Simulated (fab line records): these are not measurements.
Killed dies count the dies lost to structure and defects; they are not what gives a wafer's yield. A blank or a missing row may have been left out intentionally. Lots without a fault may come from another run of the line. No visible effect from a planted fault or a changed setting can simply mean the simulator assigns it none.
The same fault as seen by 2 desks | flow n5 finfet | each desk holds nothing but its own numbers, with what lay behind them at the end

== TOOL OWNER'S DESK, rie diel-01 ==
The tool's own readings at N5_BEOL_M2_VIA_ETCH_34 (etches the open film in C4F6/O2, target depth 69.4 nm, time 65.9 s): means of the sampled wafers that have a number, for each lot that ran on this tool. Any lot whose mean is over 4 standard deviations away from the usual mean is out of limits and marked OUT; that distance is given in the brackets.
Columns: A = chamber pressure mTorr at N5_BEOL_M2_VIA_ETCH_34, usual 15.001 mTorr; B = drypump motor current A at N5_BEOL_M2_VIA_ETCH_34, usual 5.8 A; C = oes product au at N5_BEOL_M2_VIA_ETCH_34, usual 0.76 a.u.; D = rf vpp V at N5_BEOL_M2_VIA_ETCH_34, usual 666 V; E = run length s at N5_BEOL_M2_VIA_ETCH_34, usual 89.2 s; F = showerhead plenum p Torr at N5_BEOL_M2_VIA_ETCH_34, usual 2.85 Torr; G = throttle valve pct at N5_BEOL_M2_VIA_ETCH_34, usual 30.9 %
lot  | first seen here | A      | B   | C    | D   | E               | F    | G
L929 | day 6 16:19     | 15.004 | 6.1 | 0.72 | 644 | 89.7            | 2.79 | 31.3
L931 | day 7 18:02     | 14.994 | 6.2 | 0.72 | 660 | 89.7            | 2.82 | 30.8
L935 | day 8 12:25     | 15.017 | 5.9 | 0.73 | 657 | 89.5            | 2.82 | 31.1
L941 | day 10 18:31    | 15.002 | 6.0 | 0.80 | 671 | 84.7 (-9.4) OUT | 2.88 | 30.7
L948 | day 11 12:37    | 15.012 | 5.7 | 0.73 | 685 | 89.1            | 2.91 | 31.2
This desk's finding: out of limits on L941; first on L941, day 10 18:31 (run length s at N5_BEOL_M2_VIA_ETCH_34). Within limits: L929, L931, L935, L948.

== FROM THE METROLOGY DESK ==
Lot by lot, what the gauges showed, no matter which tool ran the lot: averages of those sampled wafers that carry a number. Any lot whose mean is over 4 standard deviations away from the usual mean is out of limits and marked OUT; that distance is given in the brackets. Readings shown: 7 of its 10, picked as those furthest out on some lot.
Columns: A = DIBL_N at N5_BEOL_M4_RC_MEAS_101, usual 36.0 mV/V; B = DIBL_P at N5_BEOL_M4_RC_MEAS_101, usual 36.2 mV/V; C = IOFF_N at N5_BEOL_M4_RC_MEAS_101, usual 0.16 nA/um; D = IOFF_P at N5_BEOL_M4_RC_MEAS_101, usual 0.21 nA/um; E = SS_P at N5_BEOL_M4_RC_MEAS_101, usual 73.4 mV/dec; F = VT_N at N5_BEOL_M4_RC_MEAS_101, usual 251 mV; G = VT_P at N5_BEOL_M4_RC_MEAS_101, usual -250 mV
lot  | first seen here | A    | B    | C    | D    | E    | F   | G
L929 | day 8 12:22     | 35.1 | 34.3 | 0.14 | 0.21 | 72.6 | 252 | -246
L931 | day 8 21:51     | 37.0 | 36.7 | 0.19 | 0.23 | 73.6 | 248 | -247
L932 | day 9 14:58     | 35.2 | 37.6 | 0.16 | 0.22 | 73.6 | 251 | -248
L935 | day 10 03:35    | 35.3 | 35.2 | 0.13 | 0.19 | 72.9 | 254 | -252
L937 | day 10 06:41    | 35.7 | 34.8 | 0.13 | 0.17 | 73.7 | 255 | -257
L940 | day 11 11:53    | 35.1 | 34.2 | 0.14 | 0.18 | 73.0 | 253 | -254
L941 | day 11 20:52    | 39.2 | 38.0 | 0.19 | 0.25 | 73.9 | 247 | -248
L948 | day 12 22:44    | 33.0 | 31.1 | 0.10 | 0.15 | 71.9 | 258 | -255
L949 | day 13 18:57    | 36.4 | 36.9 | 0.16 | 0.23 | 73.3 | 250 | -249
L952 | day 14 06:51    | 35.5 | 36.4 | 0.15 | 0.18 | 74.0 | 252 | -256
Result from this desk: across the 10 lots, nothing is out of limits.

== PUT TOGETHER ==
The tool owner's desk had the chance to raise an alarm at day 10 18:31 on L941.
Nothing out of limits was seen by the metrology desk.
The metrology desk holds a record of L941, inside its limits.
The lots listed all ran N5_BEOL_M2_VIA_ETCH_34 on rie diel-01.

== WHAT HAD BEEN PUT IN BY THE SIMULATOR ==
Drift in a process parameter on rie diel-01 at N5_BEOL_M2_VIA_ETCH_34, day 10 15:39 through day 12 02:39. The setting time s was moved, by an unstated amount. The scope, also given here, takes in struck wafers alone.
Lots struck among those shown: L941.
Delay in hours, fault start to first out-of-limits reading, by desk: the tool owner's desk at 3.
